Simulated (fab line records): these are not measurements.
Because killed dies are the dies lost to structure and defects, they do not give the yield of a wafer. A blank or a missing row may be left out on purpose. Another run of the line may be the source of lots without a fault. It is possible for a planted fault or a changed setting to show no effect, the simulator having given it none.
Split-lot experiment -- flow n5-finfet -- 21 wafers read from 7 lots, route of 1938 steps

THE SPLIT
At N5_BEOL_M1_EXPOSE_08 (exposes mask M1), the setting dose-mj was moved away from the recipe's 33 on 2 of the 21 wafers read, by -5.0% to +6.0%. For the rest of the wafers, this setting stayed at what the recipe calls for.

FROM THE SPLIT TO THE READING: what the file shows between them, 2 steps
- N5_BEOL_M1_PEB_09: peb time 60 s
- N5_BEOL_M1_DEVELOP_10: develop time 30 s

THE READING
At N5_BEOL_M1_CD_MEAS_11: cd-nm in nanometres, against a target cd of 17.05 nm. Typical for fault-free wafers on this fab line: 17.13 nm, with standard deviation 0.24 nm.

wafer,"tool, chamber at the split",dose-mj as run,against the recipe,"cd-nm, nm",against lot-mates on the recipe
L081.2,"euv-scanner-02, 0",33,recipe,16.96,-
L081.4,"euv-scanner-02, 0",34.99,+6.0%,18.37,+1.29
L081.5,"euv-scanner-02, 0",33,recipe,17.21,-
L082.1,"euv-scanner-02, 0",33,recipe,17.06,-
L082.4,"euv-scanner-02, 0",31.36,-5.0%,16.00,-1.05
L082.5,"euv-scanner-02, 0",33,recipe,17.04,-
L084.3,"euv-scanner-02, 0",33,recipe,16.85,-
L084.5,"euv-scanner-02, 0",33,recipe,17.04,-
L084.6,"euv-scanner-02, 0",33,recipe,17.28,-
L088.1,"euv-scanner-01, 0",33,recipe,16.98,-
L088.2,"euv-scanner-01, 0",33,recipe,16.62,-
L088.5,"euv-scanner-01, 0",33,recipe,16.88,-
L090.1,"euv-scanner-01, 0",33,recipe,16.99,-
L090.2,"euv-scanner-01, 0",33,recipe,17.13,-
L090.6,"euv-scanner-01, 0",33,recipe,16.78,-
L096.1,"euv-scanner-02, 0",33,recipe,17.33,-
L096.2,"euv-scanner-02, 0",33,recipe,16.99,-
L096.5,"euv-scanner-02, 0",33,recipe,17.66,-
L097.3,"euv-scanner-02, 0",33,recipe,16.82,-
L097.4,"euv-scanner-02, 0",33,recipe,17.29,-
L097.6,"euv-scanner-02, 0",33,recipe,17.04,-

THE FIT
A straight line over all 21 wafers: cd-nm changes by +0.216 nm for each +1% of dose-mj; r = +0.86; the points scatter about the line by 0.23 nm.
The same after taking each lot's own level away (the mean of its wafers on the recipe; 21 wafers): +0.212 nm for each +1%; r = +0.91; scatter 0.18 nm.
Per that fit: largest dose-mj move, reading shift of 1.3 nm.
From 16.827 to 17.327 nm: that is the span of the lots' own levels, equal to 2.1 times the standard deviation above.
So the lot-to-lot level changes the slope little: the two slopes agree.
Check: +1.27 nm against its lot-mates is what the line predicts for one of the wafers moved furthest among these (+6.0%) when that wafer is left out of the fit. It came out at +1.29 nm against them.

OTHER SPLITS APPLIED TO THESE WAFERS
Before the reading, these wafers also passed through other splits. Each is held against what the fit with the lots' levels taken away leaves over:
other split on the same wafers,wafers away from the commonest value,r with cd-nm (lot level and that fit taken away)
N5_MOL_CONTACT_COAG_EXPOSE_05 dose-mj,8,-0.08
N5_MOL_CONTACT_COAG_CONTACT_ETCH_14 source-w,10,+0.11
N5_MOL_CONTACT_COAG_EXPOSE_81 dose-mj,7,+0.33
N5_BEOL_M0_SAQP_DESCUM_19 time-s,8,-0.21

THE WHOLE CHAIN: every reading that the file lists as answering this split, in the file's order
step,what it does,reading,change (the file's fit),r (the file's)
N5_BEOL_M1_CD_MEAS_11,target cd 17.05 nm,cd-nm,+0.213 nm for each +1% of the setting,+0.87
N5_BEOL_M1_ETCH_74,"etches underlayer in N2/H2, target depth 6.5 nm, time 5.2 s","BEOL_M1.cd-offset-nm (the simulator's own value, which no gauge read)",+0.216 nm for each +1% of the setting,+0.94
N5_BEOL_M1_ETCH_63,"etches SiARC in CF4, target depth 15.6 nm, time 26 s","BEOL_M1.cd-offset-nm (the simulator's own value, which no gauge read)",+0.21 nm for each +1% of the setting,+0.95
N5_BEOL_M1_ETCH_64,"etches SOC in N2/H2, target depth 75 nm, overetch 15 nm, time 112.5 s","BEOL_M1.cd-offset-nm (the simulator's own value, which no gauge read)",+0.236 nm for each +1% of the setting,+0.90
N5_BEOL_M1_HM_OPEN_17,"chemistry Cl2/BCl3, target TiN, target depth 20 nm, overetch 6 nm","BEOL_M1.cd-offset-nm (the simulator's own value, which no gauge read)",+0.228 nm for each +1% of the setting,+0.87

FILE'S OWN FIT
cd-nm changes by +0.213 nm for each +1% of dose-mj, r = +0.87.
